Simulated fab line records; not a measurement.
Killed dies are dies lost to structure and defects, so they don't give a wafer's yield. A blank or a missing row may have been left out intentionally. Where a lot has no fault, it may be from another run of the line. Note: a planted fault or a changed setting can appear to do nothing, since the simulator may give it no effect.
fab line records    flow n5_finfet
record lots=10  wafers=27  last_day=18
route steps=1938 shown FIN_SAQP@114 BEOL_M4@1111 PASSIVATION@1936
lots with no fault: from the same line, run without faults
start_h: the number of hours between the record's first day and the start of the first shown wafer of the lot    wait_h: hours since the lot's step before    " identical to the entry in the row above    L1.1+2: a row that stands for several wafers    - no value, or no start was given    * or withheld: withheld    < > ~ a bound
route shown NAME@n: NAME is a module with steps in the file, n the number in the route of the first one    usual: mean/standard deviation of fault-free wafers    same: alike in all rows    chamber/n: place in a boat    sites: readings site by site    _std_site: the values' standard deviation    _edge_site: outer sites' mean less inner sites'    radius_mm: for every site, how far away it sits from the centre of the wafer    mask NAME#n: copy n    behind: the last tool/chamber to shape the wafer    hold: why the lot went on hold/how many hours it stayed there/how the hold came to an end    device: the n, p or np transistor that did not switch    end of line: the same wafers' tests at the end of the route    a step with no rows: only its recipe    killed: dies that structure and defects cost at the first sort, which is not the same as the wafer's yield    map: a wafer's dies, marking killed ones x, the rest . and places with no die _
set.NAME: the setting as run; set.NAME@STEP: as run at that earlier step    model.NAME: the simulator's own value behind a step, which no gauge read
route steps across a sampled set of lots; one table per step, one row per wafer
services: from which hour (start_h, from the record's first day; less than 0 if before it) a tool's chamber was out of use, for how many hours, and why
## steps
# step N5_FIN_SAQP_DESCUM_21
# recipe chemistry=O2  time_s=7.9  source_power_w=50  bias_power_w=20  pressure_mtorr=20  rf_frequency_hz=2.712e+07  temp_c=40  resist=CAR-ArF  o2_flow_sccm=225
# usual drypump_motor_current_A=5.7/0.41  oes_product_au=0.75/0.082  rf_vpp_V=243.7/1.2  showerhead_plenum_p_Torr=2.13/0.064  throttle_valve_pct=20.48/0.18
# same time_s=7.9
lot.wafer  tool         chamber  start_h  wait_h  drypump_motor_current_A  oes_product_au  rf_hours_counter_h  rf_vpp_V  showerhead_plenum_p_Torr  throttle_valve_pct
L385.4     rie_diel-05  2        22.27    0.0     5.7                      0.86            60                  245.0     2.22                      20.33
L385.6     "            2        "        "       5.7                      0.85            -                   244.5     2.22                      20.31
L386.1     rie_diel-06  3        28.49    0.0     5.7                      0.70            224                 244.9     2.14                      20.25
L386.2     "            2        "        "       6.4                      0.71            217                 244.8     2.18                      20.58
L386.4     "            0        "        "       5.4                      0.72            153                 242.2     2.01                      20.39
L387.2     rie_diel-06  3        33.63    0.0     5.7                      0.70            225                 243.0     2.14                      20.26
L387.3     "            2        "        "       6.4                      0.71            219                 244.7     2.18                      20.57
L388.2     rie_diel-04  0        39.79    0.1     5.3                      0.70            195                 245.0     2.18                      20.80
L388.5     "            1        "        "       5.4                      0.76            -                   241.3     2.17                      20.47
L388.6     "            0        "        "       5.3                      0.70            -                   243.3     2.18                      20.84
L389.1     rie_diel-06  0        45.58    0.0     5.3                      0.72            159                 241.8     2.00                      20.40
L389.4     "            2        "        "       6.4                      0.71            223                 242.7     2.17                      20.60
L389.5     "            2        "        "       6.4                      0.71            -                   244.9     2.17                      20.58
L390.3     rie_diel-05  3        52.31    0.0     6.1                      0.73            182                 243.8     2.07                      20.42
L390.4     "            0        "        "       5.3                      0.68            -                   242.2     2.08                      20.54
L390.6     "            3        "        "       6.1                      0.73            -                   242.2     2.07                      20.39
L391.1     rie_diel-04  2        58.38    0.0     5.9                      0.87            68                  246.0     2.22                      20.49
L391.3     "            3        "        "       5.3                      0.76            190                 243.8     2.08                      20.60
L391.4     "            1        "        "       5.4                      0.75            193                 244.0     2.17                      20.46
L394.4     rie_diel-05  2        77.73    0.4     5.6                      0.82            85                  244.9     2.21                      20.36
L394.5     "            2        "        "       5.7                      0.82            -                   246.0     2.21                      20.35
L394.6     "            3        "        "       6.1                      0.72            -                   242.4     2.06                      20.42
L402.1     rie_diel-05  3        124.97   0.0     6.1                      0.70            211                 241.7     2.06                      20.46
L402.4     "            3        "        "       6.1                      0.71            -                   242.1     2.06                      20.45
L407.4     rie_diel-05  1        153.39   0.0     6.1                      0.92            30                  243.0     2.15                      20.17
L407.5     "            3        "        "       6.1                      0.69            -                   243.0     2.05                      20.48
L407.6     "            0        "        "       5.4                      0.94            -                   242.9     2.06                      20.39
# step N5_FIN_SAQP_RECESS_75
# recipe chemistry=HF/NH3  target=SiO2  target_depth_a=144  afs_cycles=3  temp_c=30  sublimation_temp_c=180  sublimation_time_s=60
# usual drypump_motor_current_A=5.45/0.29
lot.wafer  tool           chamber  start_h  wait_h  drypump_motor_current_A
L385.4     vapor_etch-02  0        23.10    0.2     5.56
L385.6     "              1        "        "       4.98
L386.1     vapor_etch-01  0        29.24    0.0     5.62
L386.2     "              1        "        "       5.70
L386.4     "              1        "        "       5.68
L387.2     vapor_etch-02  0        34.46    0.0     5.60
L387.3     "              0        "        "       5.58
L388.2     vapor_etch-01  0        40.56    0.0     5.61
L388.5     "              1        "        "       5.68
L388.6     "              0        "        "       5.64
L389.1     vapor_etch-01  1        46.32    0.0     5.70
L389.4     "              1        "        "       5.75
L389.5     "              1        "        "       5.72
L390.3     vapor_etch-02  1        53.14    0.1     4.95
L390.4     "              0        "        "       5.59
L390.6     "              1        "        "       5.00
L391.1     vapor_etch-01  0        59.18    0.0     5.65
L391.3     "              1        "        "       5.68
L391.4     "              0        "        "       5.64
L394.4     vapor_etch-02  0        78.56    0.1     5.58
L394.5     "              1        "        "       4.98
L394.6     "              0        "        "       5.59
L402.1     vapor_etch-02  1        125.75   0.0     4.97
L402.4     "              0        "        "       5.59
L407.4     vapor_etch-02  0        154.22   0.1     5.58
L407.5     "              1        "        "       4.97
L407.6     "              0        "        "       5.58
# step N5_FIN_SAQP_ETCH_57
# recipe chemistry=CH3F/O2  target=SiNx  mask_material=SiO2  target_depth_a=325  time_s=46.4  pressure_mtorr=30  source_w=395  bias_w=73  Ar_flow_sccm=150  CH3F_flow_sccm=30  O2_flow_sccm=20  ion_energy_ev=120  ends=cleared
# usual drypump_motor_current_A=5.8/0.41  etch_rf_on_time_s=45.9/1.1  oes_product_au=0.65/0.072  rf_vpp_V=300/12  showerhead_plenum_p_Torr=2.03/0.053  throttle_valve_pct=16.37/0.2
lot.wafer  tool         chamber  start_h  wait_h  drypump_motor_current_A  etch_rf_on_time_s  oes_product_au  rf_hours_counter_h  rf_vpp_V  showerhead_plenum_p_Torr  throttle_valve_pct
L385.4     rie_diel-06  2        24.32    0.0     6.4                      45.0               0.63            216                 316       2.05                      16.33
L385.6     "            3        "        "       5.7                      45.8               0.60            -                   292       2.05                      16.30
L386.1     rie_diel-04  3        30.86    0.2     5.4                      45.4               0.63            185                 273       1.99                      16.54
L386.2     "            1        "        "       5.4                      46.4               0.63            182                 295       2.06                      16.30
L386.4     "            0        "        "       5.3                      46.0               0.62            191                 312       2.08                      16.68
L387.2     rie_diel-06  0        36.70    0.0     5.3                      47.4               0.62            156                 285       1.94                      16.49
L387.3     "            2        "        "       6.4                      44.3               0.63            220                 315       2.05                      16.36
L388.2     rie_diel-06  2        41.91    0.0     6.4                      44.1               0.62            222                 316       2.05                      16.35
L388.5     "            0        "        "       5.4                      47.9               0.62            -                   284       1.94                      16.49
L388.6     "            3        "        "       5.7                      46.0               0.59            -                   292       2.05                      16.32
L389.1     rie_diel-06  1        48.08    0.3     6.5                      43.5               0.63            203                 310       2.07                      16.32
L389.4     "            2        "        "       6.4                      44.4               0.62            224                 316       2.05                      16.35
L389.5     "            1        "        "       6.5                      51.9               0.59            -                   309       2.07                      16.30
L390.3     rie_diel-05  3        54.41    0.1     6.1                      45.8               0.61            183                 298       1.98                      16.44
L390.4     "            3        "        "       6.2                      47.4               0.62            -                   299       1.98                      16.42
L390.6     "            2        "        "       5.7                      45.2               0.71            -                   309       2.10                      16.15
L391.1     rie_diel-04  1        60.56    0.0     5.4                      45.8               0.63            193                 296       2.05                      16.32
L391.3     "            0        "        "       5.3                      45.0               0.61            203                 311       2.08                      16.69
L391.4     "            3        "        "       5.4                      45.2               0.64            191                 273       1.99                      16.57
L394.4     rie_diel-06  2        79.79    0.0     6.4                      45.9               0.61            235                 315       2.04                      16.36
L394.5     "            2        "        "       6.4                      53.2               0.56            -                   314       2.04                      16.38
L394.6     "            3        "        "       5.7                      45.7               0.59            -                   290       2.04                      16.32
L402.1     rie_diel-05  2        127.21   0.2     5.7                      44.4               0.68            103                 308       2.09                      16.21
L402.4     "            3        "        "       6.1                      45.7               0.61            -                   298       1.97                      16.48
L407.4     rie_diel-06  3        155.62   0.0     5.7                      46.2               0.78            13                  291       2.03                      15.94
L407.5     "            1        "        "       6.5                      45.4               0.60            -                   309       2.06                      16.39
L407.6     "            2        "        "       6.4                      46.1               0.85            -                   315       2.03                      15.97
# step N5_FIN_SAQP_ETCH_67
# recipe chemistry=CH3F/O2  target=SiNx  target_depth_a=300  mask_material=SOC  pressure_mtorr=30  source_w=395  bias_w=73  Ar_flow_sccm=150  CH3F_flow_sccm=30  O2_flow_sccm=20  ion_energy_ev=120
# usual drypump_motor_current_A=5.7/0.39  oes_product_au=0.76/0.089  rf_vpp_V=300/10  showerhead_plenum_p_Torr=2.03/0.053  throttle_valve_pct=16.38/0.21
lot.wafer  tool         chamber  start_h  wait_h  drypump_motor_current_A  oes_product_au  rf_hours_counter_h  rf_vpp_V  showerhead_plenum_p_Torr  throttle_valve_pct
L385.4     rie_diel-06  0        25.05    0.0     5.3                      0.73            151                 286       1.94                      16.50
L385.6     "            0        "        "       5.3                      0.72            -                   286       1.94                      16.51
L386.1     rie_diel-05  1        31.65    0.0     6.1                      0.67            244                 297       2.05                      16.39
L386.2     "            3        "        "       6.1                      0.73            175                 299       1.98                      16.43
L386.4     "            2        "        "       5.7                      0.84            64                  309       2.10                      16.16
L387.2     rie_diel-05  3        37.61    0.0     6.1                      0.73            177                 299       1.98                      16.43
L387.3     "            1        "        "       6.2                      0.67            246                 298       2.05                      16.40
L388.2     rie_diel-06  2        42.64    0.0     6.4                      0.71            222                 314       2.05                      16.38
L388.5     "            3        "        "       5.7                      0.69            -                   291       2.05                      16.33
L388.6     "            0        "        "       5.3                      0.71            -                   285       1.94                      16.52
L389.1     rie_diel-05  3        48.81    0.0     6.1                      0.72            181                 300       1.98                      16.46
L389.4     "            2        "        "       5.7                      0.83            -                   308       2.10                      16.19
L389.5     "            3        "        "       6.1                      0.72            -                   299       1.98                      16.44
L390.3     rie_diel-05  2        55.14    0.0     5.7                      0.83            73                  308       2.10                      16.21
L390.4     "            3        "        "       6.1                      0.72            -                   300       1.98                      16.45
L390.6     "            2        "        "       5.7                      0.83            -                   309       2.10                      16.19
L391.1     rie_diel-05  0        61.32    0.0     5.4                      0.67            227                 305       1.98                      16.52
L391.3     "            2        "        "       5.7                      0.83            76                  309       2.10                      16.18
L391.4     "            3        "        "       6.1                      0.72            -                   298       1.98                      16.47
L394.4     rie_diel-04  0        80.55    0.0     5.3                      0.70            210                 312       2.07                      16.75
L394.5     "            0        "        "       5.3                      0.70            -                   310       2.07                      16.74
L394.6     "            3        "        "       5.4                      0.73            -                   274       1.98                      16.60
L402.1     rie_diel-06  0        127.95   0.0     5.3                      0.69            188                 286       1.93                      16.59
L402.4     "            1        "        "       6.5                      0.72            -                   309       2.06                      16.39
L407.4     rie_diel-04  2        156.35   0.0     5.9                      0.83            99                  310       2.10                      16.38
L407.5     "            1        "        "       5.4                      0.72            -                   294       2.04                      16.42
L407.6     "            2        "        "       5.9                      0.83            -                   310       2.10                      16.39
# step N5_BEOL_M4_RC_MEAS_101
# usual DIBL_N=36.1/2  DIBL_P=36.3/2.5  IOFF_N=0.16/0.037  IOFF_P=0.21/0.039  ION_N=678/15  ION_P=465/8.7  SS_N=71.4/0.7  SS_P=73.3/0.74  VT_N=249/3.6  VT_P=-250.0/2.9
lot.wafer  tool       chamber  start_h  wait_h  DIBL_N[mV/V]  DIBL_P[mV/V]  IOFF_N[nA/um]  IOFF_P[nA/um]  ION_N[uA/um]  ION_P[uA/um]  SS_N[mV/dec]  SS_P[mV/dec]  VT_N[mV]  VT_P[mV]
L385.4     prober-01  0        162.15   0.5     35.5          36.4          0.16           0.26           669           475           72.2          73.6          251       -243.3
L385.6     "          0        "        "       33.2          33.5          0.11           0.20           649           462           71.1          72.7          257       -247.6
L386.1     prober-02  0        178.41   0.0     38.3          39.1          0.24           0.29           711           482           71.9          73.6          241       -245.8
L386.2     "          0        "        "       35.3          35.5          0.16           0.22           670           465           71.7          71.8          249       -248.4
L386.4     "          0        "        "       35.2          36.0          0.16           0.23           671           465           71.8          72.8          245       -249.0
L388.2     prober-02  0        181.22   0.2     33.3          30.4          0.09           0.15           643           452           70.6          72.3          257       -252.8
L388.5     "          0        "        "       36.9          35.9          0.14           0.21           684           470           71.0          72.7          250       -250.1
L388.6     "          0        "        "       33.6          30.2          0.09           0.14           642           443           70.6          71.8          258       -255.9
L387.2     prober-01  0        191.52   0.2     35.7          35.4          0.14           0.17           675           457           70.6          73.0          254       -255.2
L387.3     "          0        "        "       37.6          37.8          0.18           0.22           674           460           72.1          74.7          249       -249.7
L389.1     prober-01  0        195.83   0.0     37.2          35.6          0.17           0.23           688           472           71.7          74.1          249       -251.1
L389.4     "          0        "        "       39.2          36.4          0.20           0.25           681           459           72.3          73.8          247       -249.6
L389.5     "          0        "        "       38.7          36.8          0.18           0.26           688           473           72.6          73.2          249       -251.2
L390.3     prober-02  0        198.11   0.3     36.2          37.4          0.16           0.21           679           463           71.7          73.2          249       -253.5
L390.4     "          0        "        "       34.6          35.8          0.13           0.18           671           466           71.1          72.5          256       -253.8
L390.6     "          0        "        "       37.3          39.0          0.19           0.23           688           467           72.2          74.0          250       -251.7
L391.1     prober-01  0        198.46   0.1     34.8          35.2          0.14           0.18           687           470           71.5          72.7          251       -250.1
L391.3     "          0        "        "       34.5          35.1          0.13           0.17           670           459           71.3          73.1          251       -251.9
L391.4     "          0        "        "       38.4          40.7          0.21           0.27           687           472           72.4          74.3          244       -245.6
L394.4     prober-01  0        234.14   0.5     37.9          37.3          0.18           0.23           687           468           72.1          73.5          250       -248.5
L394.5     "          0        "        "       33.9          33.0          0.12           0.17           663           464           71.1          72.9          255       -251.0
L394.6     "          0        "        "       37.4          38.3          0.17           0.26           678           469           71.9          74.4          249       -245.3
L402.1     prober-02  0        299.15   0.0     35.3          36.6          0.15           0.21           654           456           71.2          73.1          252       -249.0
L402.4     "          0        "        "       34.1          34.7          0.14           0.19           674           473           70.5          71.9          251       -250.6
L407.4     prober-01  0        325.44   0.5     39.8          41.0          0.25           0.31           702           476           72.3          74.4          242       -245.9
L407.5     "          0        "        "       36.3          37.9          0.17           0.25           687           474           71.1          74.2          246       -244.9
L407.6     "          0        "        "       37.8          38.1          0.21           0.24           689           460           72.4          74.1          244       -248.1
# step N5_PASSIVATION_PROBE_49
# usual defect_limited_yield=91.1/1.3  killed_at_M0_to_M3=32/9.7  killed_at_M4_up=16/6  killed_at_contacts=12/5.9  killed_at_front_end=41/11  killed_at_other=4/3.1  killed_dies=104/16  killed_open=68/12  killed_short=34/7.4  sort_bin_5_function=5.1/0.85  sort_bin_6_memory=3.3/0.66  sort_bin_8_speed=0.1/0.53  sort_n_pass=1075/16  sort_yield_pct=91.1/1.4
# same gross_dies=1180  killed_at_back_side=0  sort_bin_4_leakage[%]=0
lot.wafer  tool       chamber  start_h  wait_h  defect_limited_yield[%]  killed_at_M0_to_M3  killed_at_M4_up  killed_at_contacts  killed_at_front_end  killed_at_other  killed_dies  killed_open  killed_short  sort_bin_5_function[%]  sort_bin_6_memory[%]  sort_bin_8_speed[%]  sort_n_pass  sort_yield_pct[%]
L385.4     prober-01  -        285.25   0.3     91.4                     42                  12               9                   32                   7                102          59           37            4.9                     3.4                   0                    1078         91.4
L385.6     prober-01  -        285.35   0.4     93.0                     21                  4                14                  44                   0                83           60           23            4.2                     2.6                   0.3                  1093         92.6
L386.1     prober-02  -        291.22   0.0     91.7                     25                  16               4                   50                   3                98           65           29            4.5                     3.6                   0                    1082         91.7
L386.2     prober-02  -        291.27   0.1     93.3                     17                  11               12                  33                   6                79           57           19            4.3                     2.4                   0                    1101         93.3
L386.4     prober-02  -        291.37   0.2     90.6                     36                  17               18                  36                   4                111          69           38            5.4                     3.6                   0                    1069         90.6
L388.2     prober-02  -        300.92   0.1     91.6                     18                  19               21                  39                   2                99           75           23            4.7                     3.6                   0                    1081         91.6
L388.5     prober-02  -        301.07   0.2     89.1                     33                  24               30                  41                   1                129          94           34            6.0                     4.4                   0                    1051         89.1
L388.6     prober-02  -        301.12   0.3     92.2                     27                  25               3                   34                   3                92           62           29            4.7                     2.7                   0.4                  1083         91.8
L387.2     prober-01  -        309.99   0.1     92.1                     33                  9                10                  40                   1                93           68           23            4.4                     3.2                   0                    1087         92.1
L387.3     prober-01  -        310.04   0.1     89.2                     36                  15               5                   59                   12               127          82           37            5.9                     4.5                   0                    1053         89.2
L390.3     prober-01  -        314.04   0.1     89.5                     40                  32               9                   39                   4                124          71           47            6.6                     3.5                   0                    1056         89.5
L390.4     prober-01  -        314.09   0.2     90.7                     42                  22               12                  30                   4                110          68           39            5.3                     3.4                   0                    1070         90.7
L390.6     prober-01  -        314.19   0.3     90.8                     46                  20               2                   40                   0                108          65           42            5.6                     3.2                   0                    1072         90.8
L391.1     prober-02  -        319.56   0.2     90.3                     34                  15               11                  51                   3                114          80           34            4.4                     5.0                   0                    1066         90.3
L391.3     prober-02  -        319.66   0.3     89.9                     47                  14               15                  41                   2                119          85           32            6.3                     3.3                   0                    1061         89.9
L391.4     prober-02  -        319.71   0.3     92.4                     29                  13               11                  34                   3                90           59           30            4.8                     2.6                   0                    1090         92.4
L389.1     prober-02  -        341.58   0.0     90.0                     45                  18               8                   46                   1                118          65           45            5.7                     3.3                   0                    1062         90.0
L389.4     prober-02  -        341.73   0.2     90.1                     39                  17               8                   44                   9                117          76           41            6.0                     3.7                   0                    1063         90.1
L389.5     prober-02  -        341.78   0.2     92.1                     31                  12               3                   42                   5                93           58           35            4.2                     3.6                   0                    1087         92.1
L394.4     prober-02  -        343.40   0.2     87.1                     42                  19               18                  64                   9                152          92           48            7.1                     4.3                   0                    1028         87.1
L394.5     prober-02  -        343.45   0.2     91.4                     48                  12               16                  23                   2                101          66           35            5.1                     3.3                   0                    1079         91.4
L394.6     prober-02  -        343.50   0.3     92.2                     30                  14               13                  31                   4                92           65           26            4.7                     2.9                   0                    1088         92.2
L402.1     prober-01  -        399.94   0.0     93.1                     18                  22               7                   35                   0                82           54           27            4.8                     2.0                   0                    1098         93.1
L402.4     prober-01  -        400.09   0.2     94.2                     16                  13               5                   31                   3                68           41           26            3.6                     2.1                   0                    1112         94.2
L407.4     prober-01  -        430.62   0.2     91.5                     35                  13               8                   32                   12               100          60           34            4.9                     2.9                   0                    1080         91.5
L407.5     prober-01  -        430.67   0.2     89.9                     36                  20               7                   49                   7                119          68           43            4.9                     3.8                   0                    1061         89.9
L407.6     prober-01  -        430.72   0.3     90.7                     30                  25               10                  35                   10               110          77           32            5.3                     3.8                   0                    1070         90.7
# killed by level:class
L385.4 BEOL_M0:geometric_particle:short=11 STI_FIN_REVEAL:geometric_particle:open=9 BEOL_M0_SAQP:geometric_particle:short=8 BEOL_M0_SAQP:geometric_particle:open=8 BEOL_M0:geometric_particle:open=8 FIN_SAQP:geometric_particle:open=5 MOL_CONTACT_COAG:geometric_particle:open=5 DUMMY_GATE:geometric_particle:open=4
L385.6 MOL_CONTACT_COAG:geometric_particle:open=13 FIN_SAQP:geometric_particle:open=10 STI_FIN_REVEAL:geometric_particle:open=9 BEOL_M0_SAQP:geometric_particle:open=5 BEOL_M1:geometric_particle:open=5 STARTING-WAFER:geometric_particle:open=5 FIN_SAQP:geometric_particle:short=4 GATE_CUT:geometric_particle:short=4
L386.1 FIN_SAQP:geometric_particle:short=12 DUMMY_GATE:geometric_particle:open=11 FIN_SAQP:geometric_particle:open=8 STI_FIN_REVEAL:geometric_particle:open=6 BEOL_M1:geometric_particle:open=5 MOL_CONTACT_COAG:geometric_particle:open=4 BEOL_M2:geometric_particle:open=4 BEOL_M5:geometric_particle:open=4
L386.2 MOL_CONTACT_COAG:geometric_particle:open=10 FIN_SAQP:geometric_particle:open=6 FIN_SAQP:geometric_particle:short=5 STI_FIN_REVEAL:geometric_particle:open=5 DUMMY_GATE:geometric_particle:open=5 GATE_CUT:geometric_particle:open=5 BEOL_M0:geometric_particle:open=4 BEOL_M7:geometric_particle:open=4
L386.4 MOL_CONTACT_COAG:geometric_particle:open=15 BEOL_M1:geometric_particle:open=10 STI_FIN_REVEAL:geometric_particle:open=8 BEOL_M0_SAQP:geometric_particle:short=6 GATE_CUT:geometric_particle:open=5 BEOL_M0:geometric_particle:open=5 FIN_SAQP:geometric_particle:short=4 FIN_SAQP:geometric_particle:open=4
L388.2 MOL_CONTACT_COAG:geometric_particle:open=19 FIN_SAQP:geometric_particle:open=9 BEOL_M4:geometric_particle:open=8 FIN_SAQP:geometric_particle:short=7 STARTING-WAFER:geometric_particle:open=6 BEOL_M2:geometric_particle:open=5 DUMMY_GATE:geometric_particle:open=5 BEOL_M0_SAQP:geometric_particle:open=5
L388.5 MOL_CONTACT_COAG:geometric_particle:open=24 BEOL_M2:geometric_particle:open=14 BEOL_M4:geometric_particle:open=10 FIN_SAQP:geometric_particle:open=9 STARTING-WAFER:geometric_particle:open=7 FIN_SAQP:geometric_particle:short=6 MOL_CONTACT_COAG:geometric_particle:short=6 BEOL_M0_SAQP:geometric_particle:short=6
L388.6 FIN_SAQP:geometric_particle:open=10 BEOL_M1:geometric_particle:open=8 BEOL_M4:geometric_particle:open=8 BEOL_M2:geometric_particle:open=7 BEOL_M5:geometric_particle:open=7 GATE_CUT:geometric_particle:short=6 BEOL_M4:geometric_particle:short=5 DUMMY_GATE:geometric_particle:open=3
L387.2 BEOL_M3:geometric_particle:open=13 FIN_SAQP:geometric_particle:open=12 STI_FIN_REVEAL:geometric_particle:open=10 BEOL_M0:geometric_particle:open=7 MOL_CONTACT_COAG:geometric_particle:short=6 FIN_SAQP:geometric_particle:short=4 STARTING-WAFER:geometric_particle:open=4 MOL_CONTACT_COAG:geometric_particle:open=4
L387.3 FIN_SAQP:geometric_particle:open=17 DUMMY_GATE:geometric_particle:open=11 BEOL_M1:geometric_particle:open=10 FIN_SAQP:geometric_particle:short=9 STI_FIN_REVEAL:geometric_particle:open=7 PASSIVATION:area_etch=7 BEOL_M3:geometric_particle:open=6 BEOL_M4:geometric_particle:open=5
L390.3 BEOL_M4:geometric_particle:open=10 BEOL_M0_SAQP:geometric_particle:short=8 MOL_CONTACT_COAG:geometric_particle:open=8 FIN_SAQP:geometric_particle:short=7 FIN_SAQP:geometric_particle:open=7 BEOL_M1:geometric_particle:open=7 GATE_CUT:geometric_particle:short=6 BEOL_M2:geometric_particle:open=6
L390.4 BEOL_M3:geometric_particle:open=12 BEOL_M0_SAQP:geometric_particle:open=9 MOL_CONTACT_COAG:geometric_particle:open=8 GATE_CUT:geometric_particle:short=7 BEOL_M1:geometric_particle:open=6 FIN_SAQP:geometric_particle:short=5 FIN_SAQP:geometric_particle:open=4 BEOL_M1:geometric_particle:short=4
L390.6 BEOL_M0_SAQP:geometric_particle:short=16 BEOL_M4:geometric_particle:open=10 FIN_SAQP:geometric_particle:short=8 BEOL_M0_SAQP:geometric_particle:open=8 BEOL_M2:geometric_particle:open=7 STI_FIN_REVEAL:geometric_particle:open=6 BEOL_M3:geometric_particle:open=6 FIN_SAQP:geometric_particle:open=5
L391.1 FIN_SAQP:geometric_particle:short=13 BEOL_M1:geometric_particle:open=13 FIN_SAQP:geometric_particle:open=10 STI_FIN_REVEAL:geometric_particle:open=9 BEOL_M2:geometric_particle:open=9 MOL_CONTACT_COAG:geometric_particle:open=8 BEOL_M3:geometric_particle:open=6 BEOL_M4:geometric_particle:open=6
L391.3 MOL_CONTACT_COAG:geometric_particle:open=12 BEOL_M1:geometric_particle:open=11 FIN_SAQP:geometric_particle:open=11 BEOL_M2:geometric_particle:open=9 STI_FIN_REVEAL:geometric_particle:open=8 BEOL_M3:geometric_particle:open=8 FIN_SAQP:geometric_particle:short=7 BEOL_M4:geometric_particle:open=7
L391.4 BEOL_M1:geometric_particle:open=11 FIN_SAQP:geometric_particle:short=9 MOL_CONTACT_COAG:geometric_particle:open=9 FIN_SAQP:geometric_particle:open=6 BEOL_M5:geometric_particle:open=6 BEOL_M0_SAQP:geometric_particle:short=5 DUMMY_GATE:geometric_particle:open=4 GATE_CUT:geometric_particle:open=4
L389.1 BEOL_M2:geometric_particle:open=12 BEOL_M0_SAQP:geometric_particle:short=8 FIN_SAQP:geometric_particle:open=7 BEOL_M4:geometric_particle:open=7 HKMG_FIN:area_etch=7 FIN_SAQP:geometric_particle:short=6 DUMMY_GATE:geometric_particle:open=6 MOL_CONTACT_COAG:geometric_particle:open=6
L389.4 BEOL_M0_SAQP:geometric_particle:short=10 BEOL_M2:geometric_particle:open=10 STI_FIN_REVEAL:geometric_particle:open=9 BEOL_M0_SAQP:geometric_particle:open=9 FIN_SAQP:geometric_particle:open=8 BEOL_M4:geometric_particle:open=7 GATE_CUT:geometric_particle:short=6 FIN_SAQP:geometric_particle:short=5
L389.5 FIN_SAQP:geometric_particle:open=12 FIN_SAQP:geometric_particle:short=11 BEOL_M1:geometric_particle:open=8 BEOL_M0_SAQP:geometric_particle:short=7 BEOL_M2:geometric_particle:open=6 BEOL_M5:geometric_particle:open=5 STARTING-WAFER:geometric_particle:short=5 BEOL_M0_SAQP:geometric_particle:open=4
L394.4 STI_FIN_REVEAL:geometric_particle:open=20 MOL_CONTACT_COAG:geometric_particle:open=17 BEOL_M0_SAQP:geometric_particle:short=13 HKMG_FIN:area_etch=11 BEOL_M0_SAQP:geometric_particle:open=9 BEOL_M4:geometric_particle:open=9 FIN_SAQP:geometric_particle:short=8 BEOL_M2:geometric_particle:open=8
L394.5 MOL_CONTACT_COAG:geometric_particle:open=14 BEOL_M0_SAQP:geometric_particle:short=11 BEOL_M3:geometric_particle:open=10 BEOL_M0_SAQP:geometric_particle:open=8 BEOL_M2:geometric_particle:open=6 BEOL_M2:geometric_particle:short=6 FIN_SAQP:geometric_particle:open=4 STI_FIN_REVEAL:geometric_particle:open=3
L394.6 MOL_CONTACT_COAG:geometric_particle:open=11 BEOL_M0_SAQP:geometric_particle:open=8 BEOL_M0_SAQP:geometric_particle:short=8 FIN_SAQP:geometric_particle:open=6 BEOL_M4:geometric_particle:open=6 GATE_CUT:geometric_particle:short=4 STI_FIN_REVEAL:geometric_particle:open=4 GATE_CUT:geometric_particle:open=4
L402.1 BEOL_M3:geometric_particle:open=7 FIN_SAQP:geometric_particle:short=6 BEOL_M4:geometric_particle:open=6 DUMMY_GATE:geometric_particle:open=5 MOL_CONTACT_COAG:geometric_particle:open=5 BEOL_M2:geometric_particle:open=5 STARTING-WAFER:geometric_particle:open=5 GATE_CUT:geometric_particle:short=4
L402.4 FIN_SAQP:geometric_particle:short=9 DUMMY_GATE:geometric_particle:open=7 MOL_CONTACT_COAG:geometric_particle:open=4 BEOL_M3:geometric_particle:open=4 GATE_CUT:geometric_particle:short=3 BEOL_M1:geometric_particle:open=3 BEOL_M3:geometric_particle:short=3 BEOL_M5:geometric_particle:open=3
L407.4 BEOL_M3:geometric_particle:open=11 FIN_SAQP:geometric_particle:open=8 MOL_CONTACT_COAG:geometric_particle:open=7 BEOL_M0_SAQP:geometric_particle:short=6 BEOL_M4:geometric_particle:open=6 HKMG_FIN:area_etch=6 FIN_SAQP:geometric_particle:short=4 BEOL_M0_SAQP:geometric_particle:open=4
L407.5 FIN_SAQP:geometric_particle:short=10 BEOL_M3:geometric_particle:open=9 STI_FIN_REVEAL:geometric_particle:open=8 BEOL_M4:geometric_particle:open=8 HKMG_FIN:area_etch=8 BEOL_M2:geometric_particle:short=6 BEOL_M0_SAQP:geometric_particle:short=5 DUMMY_GATE:geometric_particle:open=5
L407.6 FIN_SAQP:geometric_particle:short=13 BEOL_M4:geometric_particle:open=12 MOL_CONTACT_COAG:geometric_particle:open=10 BEOL_M3:geometric_particle:open=9 BEOL_M2:geometric_particle:open=7 BEOL_M0_SAQP:geometric_particle:short=6 FIN_SAQP:geometric_particle:open=5 STARTING-WAFER:geometric_particle:open=5
## services
tool           chamber  start_h  hours  kind
rie_diel-04    2        4.62     4.7    repair
rie_diel-05    2        6.96     11.9   repair
rie_diel-06    -        7.59     0.5    repair
rie_diel-04    1        14.27    5.7    repair
rie_diel-04    2        24.36    1.3    repair
rie_diel-04    3        33.53    8.9    repair
vapor_etch-02  -        39.39    0.2    repair
rie_diel-04    3        43.63    2.5    repair
rie_diel-05    1        48.64    -      clean
rie_diel-05    1        48.64    -      consumable_replace:focus_ring
rie_diel-05    1        48.64    23.2   scheduled_down
rie_diel-05    1        48.64    23.2   vent_cycle
rie_diel-06    3        59.63    11.1   repair
rie_diel-04    1        64.66    7.4    repair
rie_diel-06    0        80.80    5.8    repair
rie_diel-05    1        102.88   4.1    repair
rie_diel-06    3        109.47   -      clean
rie_diel-06    3        109.47   -      consumable_replace:focus_ring
rie_diel-06    3        109.47   17.5   scheduled_down
rie_diel-06    3        109.47   17.5   vent_cycle
rie_diel-05    0        124.16   -      clean
rie_diel-05    0        124.16   -      consumable_replace:focus_ring
rie_diel-05    0        124.16   14.1   scheduled_down
rie_diel-05    0        124.16   14.1   vent_cycle
## key
first_sign step=N5_FIN_SAQP_ETCH_57  reading=etch_rf_on_time_s  direction=up  sigmas=5.8  usual=*  struck=*
effect none on later readings
met_at N5_FIN_SAQP_ETCH_57
struck_lots L389,L394
struck_wafers L389.5,L394.5
baseline_loss step=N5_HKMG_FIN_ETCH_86  wafers=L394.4
not_acting_at N5_FIN_SAQP_DESCUM_21,N5_FIN_SAQP_RECESS_75,N5_FIN_SAQP_ETCH_67
onset_between 41.91 48.08
fault kind=process_parameter_drift  tool=rie_diel-06  chamber=-  onset_h=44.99  steps=N5_FIN_SAQP_ETCH_57  channel=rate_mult  offset=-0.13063  shape=step  end_h=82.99  scope=struck_wafers_only
# baseline_loss: these wafers lose ten dies or more at that step, a loss of the line's own and not of a fault; the sort's usual values leave them out
